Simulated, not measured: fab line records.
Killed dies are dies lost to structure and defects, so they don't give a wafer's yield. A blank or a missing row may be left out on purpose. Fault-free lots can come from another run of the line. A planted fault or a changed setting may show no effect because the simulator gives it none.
Matching of chambers	flow nand-harc	4 sister chambers for NHARC_A_CHANNEL_FILL_D2_STRIP_28 on rie-diel-10
The step strips in O2, time 20 s. 8 wafers are shown with their chamber, then 11 later ones without.

WAFERS WITH THEIR CHAMBER
wafer	chamber	drypump-motor-current-A (A)	rf-vpp-V (V)
L080.3	2	5.9	57.2
L083.1	2	6.0	56.0
L086.2	1	5.8	57.1
L086.6	0	5.8	58.1
L089.1	0	5.8	56.4
L089.3	3	6.0	57.9
L089.4	1	5.8	58.1
L090.2	3	6.1	57.8

WAFERS WITH NO CHAMBER GIVEN
wafer	drypump-motor-current-A (A)	rf-vpp-V (V)
L090.3	5.9	56.8
L090.6	5.8	59.0
L093.2	5.8	58.3
L093.3	6.0	56.9
L093.5	6.0	57.5
L096.1	5.9	57.6
L096.3	5.8	58.4
L096.4	5.8	58.7
L097.2	5.8	57.1
L097.4	5.9	57.3
L097.5	5.9	56.5

THE CHAMBER EACH PASSED THROUGH
wafer	from the rows above	in truth
L090.3	can't be placed: 2 or 0 or 1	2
L090.6	can't be placed: 1 or 0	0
L093.2	can't be placed: 1 or 0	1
L093.3	can't be placed: 2 or 3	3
L093.5	can't be placed: 3 or 2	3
L096.1	can't be placed: 2 or 1 or 0 or 3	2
L096.3	can't be placed: 1 or 0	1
L096.4	can't be placed: 1 or 0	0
L097.2	can't be placed: 0 or 1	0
L097.4	can't be placed: 2 or 0 or 1 or 3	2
L097.5	can't be placed: 2 or 0 or 1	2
Correctly placed: 0 of 11. These rows do not allow placing 11 (true chamber among the candidates in 11). 0 placed wrongly.
How it was worked out, from the rows above alone: a wafer's distance from a chamber is the root of the sum, over the readings, of the square of ((its reading less the chamber's mean) divided by the reading's scatter). The wafer belongs to the nearest chamber; if the next one is less than 2 further off, it can't be placed. For every chamber, the mean is computed from those of its wafers that are shown. The scatter: the root of (the sum of the squares of (reading less its chamber's mean) over the shown wafers, divided by (wafers less chambers)).
